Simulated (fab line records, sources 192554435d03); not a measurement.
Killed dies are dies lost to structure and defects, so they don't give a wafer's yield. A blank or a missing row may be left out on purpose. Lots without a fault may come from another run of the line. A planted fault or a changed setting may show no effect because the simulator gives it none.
fab line records | flow n5_finfet | part 1 of 2: steps 1 to 24 of 30
record lots=5 wafers=15 last_day=19
route steps=1938 shown ILD0@337 SDB@347
lots that met no fault: from a run of the same line without faults
start_h: hours from the record's first day to the start of the lot's first wafer shown | wait_h: hours since the lot's step before | " the same as in the row above | L1.1+2: a row that stands for several wafers | - no value, or no start given | * or withheld: withheld | < > ~ a bound
route shown NAME@n: a module of which the file shows steps, and the number in the route of the first | usual: mean/standard deviation of fault-free wafers | same: alike in all rows | chamber/n: place in a boat | sites: the reading at each site | _std_site: their standard deviation | _edge_site: outer sites' mean less inner sites' | radius_mm: how far each site lies from the wafer's centre | mask NAME#n: copy n | behind: the tool/chamber that last shaped the wafer | hold: why the lot was held/for how many hours/how that ended | device: the transistor (n, p or np) that didn't switch | end of line: the same wafers' tests at the end of the route | a step without rows: its recipe alone | killed: dies lost to structure and defects at the first sort, not the wafer's yield | map: a wafer's dies, x killed, . not, _ none there
set.NAME: the setting as run; set.NAME@STEP: as run at that earlier step | model.NAME: the simulator's own value behind a step, which no gauge read
lots at some steps of the route; a table a step, a row a wafer
services: from which hour (start_h, from the record's first day; less than 0 if before it) a tool's chamber was out of use, for how many hours, and why
## steps
# step N5_ILD0_CURE_02
# recipe temp_c=450 time_s=1800 ambient=steam idle_temp_c=400 ramp_up_c_per_min=5 ramp_down_c_per_min=3 densification_p_h2o_torr=640
# usual tube_center_temp_C_max=451.13/0.15
# columns lot.wafer tool chamber start_h wait_h tube_center_temp_C_max
L080.2 furnace-01 0 98.80 0.3 451.06
L080.4 " 0 " " 451.02
L080.6 " 0 " " 451.21
L085.3 furnace-02 0 126.88 0.2 451.23
L085.5 " 0 " " 450.91
L085.6 " 0 " " 451.03
L091.2 furnace-01 0 162.34 0.3 451.13
L091.3 " 0 " " 451.28
L091.5 " 0 " " 451.11
L095.2 furnace-02 0 184.58 0.3 450.98
L095.3 " 0 " " 451.27
L095.6 " 0 " " 451.06
L097.1 furnace-01 0 197.77 0.3 451.05
L097.4 " 0 " " 450.90
L097.5 " 0 " " 451.12
# step N5_ILD0_CMP_03
# recipe stop_on=SiNx t_overpolish_s=1.9 post_cmp_clean=alkaline_brush down_force_psi=4.1491 platen_rpm=51.796 pad_velocity_m_s=1.0306 target_thk_nm=197.38
# usual motor_current_A=12.1/1 overpolish_run_s=1.900/0.0089 time_to_endpoint_s=73/4.5
# columns lot.wafer tool chamber start_h wait_h motor_current_A overpolish_run_s time_to_endpoint_s
L080.4 cmp-01 3 100.39 0.1 11.9 1.906 82
L080.2 " 0 " " 11.3 1.912 78
L080.6 " 3 " " 11.8 1.909 82
L085.3 cmp-04 0 128.47 0.1 11.7 1.911 76
L085.6 " 3 " " 12.0 1.882 70
L085.5 " 0 " " 11.6 1.910 76
L091.3 cmp-01 1 163.90 0.0 11.6 1.904 70
L091.2 " 0 " " 10.5 1.903 67
L091.5 " 1 " " 11.9 1.893 68
L095.2 cmp-02 2 186.14 0.0 10.9 1.887 67
L095.3 " 0 " " 12.0 1.895 72
L095.6 " 3 " " 12.7 1.900 66
L097.4 cmp-01 2 199.38 0.1 12.3 1.898 69
L097.1 " 0 " " 10.9 1.905 73
L097.5 " 2 " " 11.9 1.896 67
# step N5_ILD0_THK_MEAS_04
# usual thk_nm=197.6/1.2
# columns lot.wafer tool chamber start_h wait_h thk_nm
L080.2 film_metro-02 - 100.65 - 198.6
L080.4 " - " " 200.7
L080.6 " - " " 199.8
L085.3 film_metro-01 - 128.73 - 197.6
L085.5 " - " " 196.6
L085.6 " - " " 196.8
L091.2 film_metro-02 - 164.19 - 197.5
L091.3 " - " " 198.7
L091.5 " - " " 199.5
L095.2 film_metro-01 - 186.43 - 197.0
L095.3 " - " " 198.4
L095.6 " - " " 197.9
L097.1 film_metro-01 - 199.63 - 197.7
L097.4 " - " " 197.0
L097.5 " - " " 196.3
# step N5_ILD0_CMP_07
# recipe stop_on=poly-Si material=SiO2_flowable t_overpolish_s=1.18 post_cmp_clean=alkaline_brush down_force_psi=4.1491 platen_rpm=51.796 pad_velocity_m_s=1.0306 target_thk_nm=138.88
# usual motor_current_A=12.0/0.97
# columns lot.wafer tool chamber start_h wait_h motor_current_A
L080.2 cmp-02 0 100.68 0.0 12.5
L080.4 " 2 " " 10.6
L080.6 " 1 " " 11.3
L085.3 cmp-02 0 128.83 0.1 12.4
L085.5 " 2 " " 10.8
L085.6 " 3 " " 13.6
L091.3 cmp-04 1 164.26 0.1 12.4
L091.2 " 2 " " 14.5
L091.5 " 0 " " 12.3
L095.3 cmp-04 3 186.46 0.0 12.1
L095.2 " 2 " " 13.4
L095.6 " 0 " " 11.8
L097.4 cmp-02 2 199.66 0.0 11.1
L097.1 " 3 " " 12.9
L097.5 " 3 " " 13.1
# step N5_ILD0_THK_MEAS_08
# usual thk_nm=138.8/1.2
# columns lot.wafer tool chamber start_h wait_h thk_nm
L080.2 film_metro-02 - 100.98 - 138.8
L080.4 " - " " 137.2
L080.6 " - " " 138.5
L085.3 film_metro-01 - 129.05 - 137.1
L085.5 " - " " 136.5
L085.6 " - " " 136.4
L091.2 film_metro-02 - 164.51 - 141.3
L091.3 " - " " 138.9
L091.5 " - " " 140.1
L095.2 film_metro-02 - 186.75 - 139.9
L095.3 " - " " 137.5
L095.6 " - " " 138.2
L097.1 film_metro-02 - 199.96 - 139.1
L097.4 " - " " 138.4
L097.5 " - " " 140.1
# step N5_ILD0_PRECLEAN_10
# recipe chemistry=NF3:NH3 afs_cycles=5 time_s=20 temp_c=30 sublimation_temp_c=180 sublimation_time_s=60 pressure_torr=3 rf_power_w=30
# columns lot.wafer tool chamber start_h wait_h
L080.2+4+6 remote_plasma-02 1 101.12 0.1
L085.3+5+6 remote_plasma-02 1 129.31 0.3
L091.2+3+5 remote_plasma-02 1 164.66 0.1
L095.2+3+6 remote_plasma-01 1 186.90 0.1
L097.1+4+5 remote_plasma-02 1 200.00 0.0
# step N5_ILD0_ALD_15
# recipe material=SiNx target_thk_a=240 temp_c=400 ald_precursor_family=SiH2I2 ald_co_reactant=N2/H2-plasma pulse_time_s=1 ald_cycles=480 purge_time_s=2 co_reactant_purge_time_s=2 pressure_torr=2
# usual heater_power_w=849/56 precursor_pulse_height_rel=1.000/0.021
# same co_reactant_purge_time_s=2
# columns lot.wafer tool chamber start_h wait_h heater_power_w precursor_pulse_height_rel
L080.2 ald_sin-02 3 101.69 0.5 911 1.003
L080.4 " 0 " " 854 0.960
L080.6 " 0 102.78 1.1 823 1.017
L085.3 ald_sin-04 2 129.77 0.4 803 1.024
L085.5 " 3 130.86 1.2 891 0.987
L085.6 " 2 " " 804 1.003
L091.2 ald_sin-04 3 165.23 0.5 875 1.015
L091.3 " 1 " " 900 0.950
L091.5 " 3 166.32 1.2 913 1.009
L095.2 ald_sin-02 2 187.69 0.7 862 1.015
L095.3 " 0 " " 856 1.020
L095.6 " 3 188.77 1.3 888 1.014
L097.1 ald_sin-04 0 200.68 0.6 715 0.977
L097.4 " 2 " " 811 1.002
L097.5 " 0 201.76 1.2 733 0.994
# step N5_ILD0_CMP_12
# recipe stop_on=poly-Si material=SiNx t_overpolish_s=6 post_cmp_clean=alkaline_brush down_force_psi=2.5 platen_rpm=51.8 pad_velocity_m_s=1.0307 target_thk_nm=17.67
# usual motor_current_A=8.7/0.75 overpolish_run_s=5.999/0.01 time_to_endpoint_s=29.8/2.7
# columns lot.wafer tool chamber start_h wait_h motor_current_A overpolish_run_s time_to_endpoint_s
L080.2 cmp-04 0 103.89 1.1 8.6 6.010 31.1
L080.4 " 3 " " 8.5 6.015 26.1
L080.6 " 0 " " 8.5 5.985 32.3
L085.3 cmp-01 0 132.36 1.5 8.0 5.996 29.2
L085.6 " 3 " " 8.7 6.010 33.0
L085.5 " 0 " " 7.7 5.995 30.4
L091.2 cmp-04 3 167.43 1.1 8.5 6.007 24.7
L091.3 " 0 " " 8.5 5.993 31.0
L091.5 " 0 " " 8.5 6.003 29.1
L095.3 cmp-01 2 189.89 1.1 8.3 6.023 27.6
L095.2 " 0 " " 7.8 6.009 30.9
L095.6 " 3 " " 9.2 6.009 32.9
L097.1 cmp-01 1 202.92 1.2 8.4 5.982 30.9
L097.4 " 2 " " 8.7 6.005 30.1
L097.5 " 1 " " 8.4 5.999 32.5
# step N5_ILD0_THK_MEAS_13
# usual thk_nm=18.0/1
# columns lot.wafer tool chamber start_h wait_h thk_nm
L080.2 film_metro-01 - 104.19 - 19.3
L080.4 " - " " 18.0
L080.6 " - " " 19.2
L085.3 film_metro-02 - 132.62 - 18.2
L085.5 " - " " 18.2
L085.6 " - " " 19.6
L091.2 film_metro-01 - 167.73 - 16.4
L091.3 " - " " 18.6
L091.5 " - " " 17.9
L095.2 film_metro-01 - 190.18 - 18.1
L095.3 " - " " 16.7
L095.6 " - " " 17.8
L097.1 film_metro-02 - 203.17 - 19.8
L097.4 " - " " 17.0
L097.5 " - " " 19.0
# step N5_ILD0_INSPECT_06
# recipe inspect_instrument=darkfield mode=post_cmp
# usual raw_defect_count=37/18
# columns lot.wafer tool chamber start_h wait_h raw_defect_count
L080.2 defect_inspect-02 - 104.22 0.0 56
L080.4 " - " " 74
L080.6 " - " " 55
L085.3 defect_inspect-02 - 132.64 0.0 26
L085.5 " - " " 14
L085.6 " - " " 16
L091.2 defect_inspect-01 - 167.75 0.0 27
L091.3 " - " " 25
L091.5 " - " " 54
L095.2 defect_inspect-01 - 190.21 0.0 41
L095.3 " - " " 37
L095.6 " - " " 46
L097.1 defect_inspect-01 - 203.20 0.0 45
L097.4 " - " " 33
L097.5 " - " " 34
# step N5_SDB_HM_DEP_00
# recipe material=SiNx target_thk_a=400 temp_c=400 precursor=SiH4/NH3/N2 pressure_torr=1.5 rf_w=300 time_s=35.3
# usual heater_power_w=726/110 rf_fwd_power_W=297.9/1 showerhead_plenum_p_Torr=5.17/0.065 throttle_valve_pct=39.8/2.1
# columns lot.wafer tool chamber start_h wait_h heater_power_w rf_fwd_power_W showerhead_plenum_p_Torr throttle_valve_pct
L080.2 pecvd-01 1 104.25 0.0 652 298.4 5.15 41.3
L080.4 " 1 " " 640 298.5 5.17 41.3
L080.6 " 2 " " 741 296.9 5.14 39.9
L085.3 pecvd-02 0 132.68 0.0 611 298.0 5.09 36.4
L085.5 " 2 " " 681 296.4 5.26 38.2
L085.6 " 1 " " 951 298.3 5.26 42.0
L091.2 pecvd-02 1 167.79 0.0 980 299.1 5.27 42.3
L091.3 " 2 " " 741 298.3 5.26 38.6
L091.5 " 2 " " 754 297.6 5.25 38.3
L095.2 pecvd-01 0 190.24 0.0 727 299.3 5.12 43.2
L095.3 " 1 " " 628 297.6 5.16 41.2
L095.6 " 2 " " 734 297.3 5.14 40.1
L097.1 pecvd-03 0 203.24 0.0 737 296.7 5.16 39.3
L097.4 " 0 " " 723 296.9 5.17 39.1
L097.5 " 1 " " 715 297.0 5.09 37.0
# step N5_SDB_COAT_03
# recipe resist=SOC temp_c=250 time_s=60 spin_rpm=1500 resist_thk_nm=100
# columns lot.wafer tool chamber start_h wait_h
L080.2+4+6 litho_track-05 0 104.33 0.1
L085.3+5+6 litho_track-02 0 132.76 0.1
L091.2+3+5 litho_track-05 0 167.87 0.1
L095.2+3+6 litho_track-05 0 190.33 0.1
L097.1+4+5 litho_track-02 0 203.34 0.1
# step N5_SDB_COAT_04
# recipe resist=SiARC temp_c=220 time_s=60 spin_rpm=1500 resist_thk_nm=18
# columns lot.wafer tool chamber start_h wait_h
L080.2+4+6 litho_track-05 0 - -
L085.3+5+6 litho_track-02 0 - -
L091.2+3+5 litho_track-05 0 - -
L095.2+3+6 litho_track-05 0 - -
L097.1+4+5 litho_track-02 0 - -
# step N5_SDB_COAT_05
# recipe resist=CAR-ArF spin_rpm=1500 resist_thk_nm=90
# columns lot.wafer tool chamber start_h wait_h
L080.2+4+6 litho_track-05 0 - -
L085.3+5+6 litho_track-02 0 - -
L091.2+3+5 litho_track-05 0 - -
L095.2+3+6 litho_track-05 0 - -
L097.1+4+5 litho_track-02 0 - -
# step N5_SDB_EBR_07
# recipe solvent=PGMEA ebr_width_mm=1.5
# columns lot.wafer tool chamber start_h wait_h
L080.2+4+6 litho_track-05 0 - -
L085.3+5+6 litho_track-02 0 - -
L091.2+3+5 litho_track-05 0 - -
L095.2+3+6 litho_track-05 0 - -
L097.1+4+5 litho_track-02 0 - -
# step N5_SDB_SOFTBAKE_06
# recipe temp_c=110 time_s=60 resist=CAR-ArF
# columns lot.wafer tool chamber start_h wait_h
L080.2+4+6 litho_track-05 0 - -
L085.3+5+6 litho_track-02 0 - -
L091.2+3+5 litho_track-05 0 - -
L095.2+3+6 litho_track-05 0 - -
L097.1+4+5 litho_track-02 0 - -
# step N5_SDB_EXPOSE_08
# recipe mask_id=SDB na=1.35 source_shape=conventional sigma_outer=0.5 polarization=unpolarized dose_mj=49.6
# usual exposure_dose_mJ_cm2=49.7/0.36 focus_offset_nm=0.0/0.44
# same na=1.35
# columns lot.wafer tool chamber start_h wait_h mask exposure_dose_mJ_cm2 focus_offset_nm
L080.2 arfi_scanner-03 0 104.58 - SDB#0 49.4 0.1
L080.4 " 0 " " SDB#0 49.4 -0.3
L080.6 " 0 " " SDB#0 49.3 0.5
L085.3 arfi_scanner-03 0 133.01 - SDB#0 49.3 0.7
L085.5 " 0 " " SDB#0 49.4 -0.2
L085.6 " 0 " " SDB#0 49.3 0.2
L091.2 arfi_scanner-01 0 168.12 - SDB#0 49.6 0.9
L091.3 " 0 " " SDB#0 49.5 1.3
L091.5 " 0 " " SDB#0 49.5 -0.3
L095.2 arfi_scanner-03 0 190.58 - SDB#0 49.4 -0.5
L095.3 " 0 " " SDB#0 49.3 -0.4
L095.6 " 0 " " SDB#0 49.4 0.4
L097.1 arfi_scanner-03 0 203.46 - SDB#0 49.4 0.0
L097.4 " 0 " " SDB#0 49.4 -0.5
L097.5 " 0 " " SDB#0 49.4 -0.4
# step N5_SDB_PEB_09
# recipe peb_temp_c=withheld peb_time_s=60 resist=CAR-ArF
# columns lot.wafer tool chamber start_h wait_h
L080.2+4+6 litho_track-04 0 104.64 0.1
L085.3+5+6 litho_track-04 0 133.06 0.0
L091.2+3+5 litho_track-05 0 168.17 0.0
L095.2+3+6 litho_track-05 0 190.63 0.0
L097.1+4+5 litho_track-02 0 203.52 0.1
# step N5_SDB_DEVELOP_10
# recipe develop_time_s=30 developer=TMAH resist=CAR-ArF rinse_liquid=diw dry=air_spin dev_temp_c=23
# usual developer_temp_C=22.99/0.1
# columns lot.wafer tool chamber start_h wait_h developer_temp_C
L080.2 litho_track-04 0 - - 22.94
L080.4 " 0 " " 22.91
L080.6 " 0 " " 22.93
L085.3 litho_track-04 0 - - 22.88
L085.5 " 0 " " 23.08
L085.6 " 0 " " 22.84
L091.2 litho_track-05 0 - - 23.07
L091.3 " 0 " " 23.11
L091.5 " 0 " " 23.03
L095.2 litho_track-05 0 - - 22.92
L095.3 " 0 " " 22.97
L095.6 " 0 " " 23.00
L097.1 litho_track-02 0 - - 23.08
L097.4 " 0 " " 23.05
L097.5 " 0 " " 23.08
# step N5_SDB_CD_MEAS_11
# recipe target_cd_nm=50 landing_energy_ev=500 detector=se_inlens polarity=opening
# usual cd_nm=49.8/1
# same landing_energy_ev=500
# columns lot.wafer tool chamber start_h wait_h cd_nm
L080.2 cd_sem-01 0 104.71 - 49.2
L080.4 " 0 " " 51.6
L080.6 " 0 " " 50.3
L085.3 cd_sem-03 0 133.13 - 49.7
L085.5 " 0 " " 49.1
L085.6 " 0 " " 50.1
L091.2 cd_sem-03 0 168.24 - 49.1
L091.3 " 0 " " 51.0
L091.5 " 0 " " 48.4
L095.2 cd_sem-02 0 190.70 - 50.7
L095.3 " 0 " " 49.2
L095.6 " 0 " " 49.6
L097.1 cd_sem-02 0 203.59 - 49.3
L097.4 " 0 " " 48.1
L097.5 " 0 " " 49.0
# step N5_SDB_OVL_MEAS_12
# recipe points_per_wafer=44
# usual SDB_OVL=-0.4/0.76
# same points_per_wafer=44
# columns lot.wafer tool chamber start_h wait_h SDB_OVL[nm]
L080.2 overlay-02 0 104.74 0.0 -0.1
L080.4 " 0 " " 0.1
L080.6 " 0 " " 0.2
L085.3 overlay-01 0 133.16 0.0 -0.4
L085.5 " 0 " " -0.9
L085.6 " 0 " " -0.3
L091.2 overlay-02 0 168.27 0.0 0.3
L091.3 " 0 " " 0.9
L091.5 " 0 " " 0.6
L095.2 overlay-02 0 190.73 0.0 -0.9
L095.3 " 0 " " -0.4
L095.6 " 0 " " -0.2
L097.1 overlay-01 0 203.62 0.0 0.3
L097.4 " 0 " " 0.0
L097.5 " 0 " " -1.1
# step N5_SDB_INSPECT_13
# recipe mode=adi inspect_instrument=brightfield
# usual raw_defect_count=82/33
# columns lot.wafer tool chamber start_h wait_h raw_defect_count
L080.2 defect_inspect-01 - 104.76 0.0 73
L080.4 " - " " 67
L080.6 " - " " 81
L085.3 defect_inspect-01 - 133.18 0.0 70
L085.5 " - " " 55
L085.6 " - " " 84
L091.2 defect_inspect-02 - 168.29 0.0 134
L091.3 " - " " 97
L091.5 " - " " 76
L095.2 defect_inspect-02 - 190.75 0.0 83
L095.3 " - " " 58
L095.6 " - " " 127
L097.1 defect_inspect-01 - 203.64 0.0 140
L097.4 " - " " 110
L097.5 " - " " 74
# step N5_SDB_DESCUM_16
# recipe chemistry=O2 time_s=7.9 source_power_w=50 bias_power_w=20 pressure_mtorr=20 rf_frequency_hz=2.712e+07 temp_c=40 resist=CAR-ArF o2_flow_sccm=225
# usual drypump_motor_current_A=5.9/0.48 oes_product_au=0.79/0.093 rf_fwd_power_W=49.30/0.26 rf_vpp_V=243.5/1.3 showerhead_plenum_p_Torr=2.11/0.06 throttle_valve_pct=20.48/0.26
# columns lot.wafer tool chamber start_h wait_h drypump_motor_current_A oes_product_au rf_fwd_power_W rf_hours_counter_h rf_vpp_V showerhead_plenum_p_Torr throttle_valve_pct
L080.2 rie_diel-05 3 104.97 0.2 6.6 0.70 49.79 215 242.8 2.15 20.38
L080.4 " 1 " " 5.8 0.69 49.43 248 242.6 2.08 20.95
L080.6 " 1 " " 5.8 0.69 49.17 - 243.1 2.08 20.95
L085.3 rie_diel-05 1 133.98 0.8 5.8 0.98 49.41 2 241.6 2.08 20.60
L085.5 " 1 " " 5.7 0.97 49.47 - 242.0 2.07 20.61
L085.6 " 2 " " 5.1 0.82 49.33 - 245.3 2.20 20.25
L091.2 rie_diel-05 1 168.69 0.4 5.8 0.91 49.36 15 242.3 2.07 20.62
L091.3 " 3 " " 6.5 0.68 49.44 239 244.0 2.14 20.40
L091.5 " 1 " " 5.7 0.92 49.34 - 242.0 2.07 20.63
L095.2 rie_diel-05 1 190.78 0.0 5.8 0.91 49.37 23 242.3 2.07 20.65
L095.3 " 0 " " 6.5 0.71 48.73 200 243.8 2.09 20.87
L095.6 " 2 " " 5.1 0.81 49.06 - 245.2 2.19 20.28
L097.1 rie_diel-05 2 203.68 0.0 5.1 0.80 48.81 98 246.3 2.19 20.31
L097.4 " 0 " " 6.4 0.71 49.41 - 243.0 2.08 20.87
L097.5 " 1 " " 5.7 0.90 49.38 - 242.0 2.07 20.65
# step N5_SDB_ETCH_17
# recipe chemistry=CF4 target=SiARC target_depth_a=234 mask_material=CAR-ArF time_s=39 ion_energy_ev=80 pressure_mtorr=40 source_w=545 bias_w=36 Ar_flow_sccm=100 cf4_flow_sccm=100 ends=cleared
# usual bias_w=36.00/0.11 drypump_motor_current_A=5.9/0.48 etch_rf_on_time_s=39.3/0.96 oes_product_au=0.67/0.076 rf_fwd_power_W=534/3 rf_vpp_V=184.2/1.2 showerhead_plenum_p_Torr=2.16/0.073 throttle_valve_pct=15.64/0.21
# columns lot.wafer tool chamber start_h wait_h bias_w drypump_motor_current_A etch_rf_on_time_s oes_product_au rf_fwd_power_W rf_hours_counter_h rf_vpp_V showerhead_plenum_p_Torr throttle_valve_pct
L080.2 rie_diel-05 3 105.00 0.0 36.10 6.6 39.6 0.59 537 215 186.3 2.21 15.66
L080.4 " 1 " " 35.79 5.8 40.2 0.58 533 248 184.6 2.11 16.03
L080.6 " 1 " " 35.73 5.8 40.1 0.59 532 - 182.0 2.11 16.03
L085.3 rie_diel-05 1 134.01 0.0 36.13 5.8 37.9 0.82 534 2 183.2 2.11 15.56
L085.5 " 1 " " 36.15 5.8 37.8 0.83 533 - 182.8 2.11 15.57
L085.6 " 2 " " 36.03 5.1 39.6 0.71 531 - 185.0 2.27 15.56
L091.2 rie_diel-05 1 168.72 0.0 36.06 5.8 37.6 0.78 533 15 183.5 2.11 15.59
L091.3 " 3 " " 36.02 6.6 39.7 0.58 539 239 185.1 2.20 15.71
L091.5 " 1 " " 36.06 5.8 37.8 0.78 532 - 184.0 2.11 15.57
L095.2 rie_diel-05 1 190.82 0.0 35.92 5.8 38.1 0.76 535 23 184.7 2.10 15.59
L095.3 " 0 " " 36.37 6.5 39.3 0.60 527 200 183.5 2.11 15.86
L095.6 " 2 " " 35.90 5.1 39.6 0.69 532 - 186.7 2.26 15.60
L097.1 rie_diel-05 2 203.71 0.0 35.96 5.1 39.7 0.67 536 98 184.6 2.26 15.62
L097.4 " 0 " " 36.01 6.4 39.3 0.60 530 - 183.6 2.11 15.87
L097.5 " 1 " " 36.01 5.8 38.6 0.75 533 - 183.8 2.10 15.61
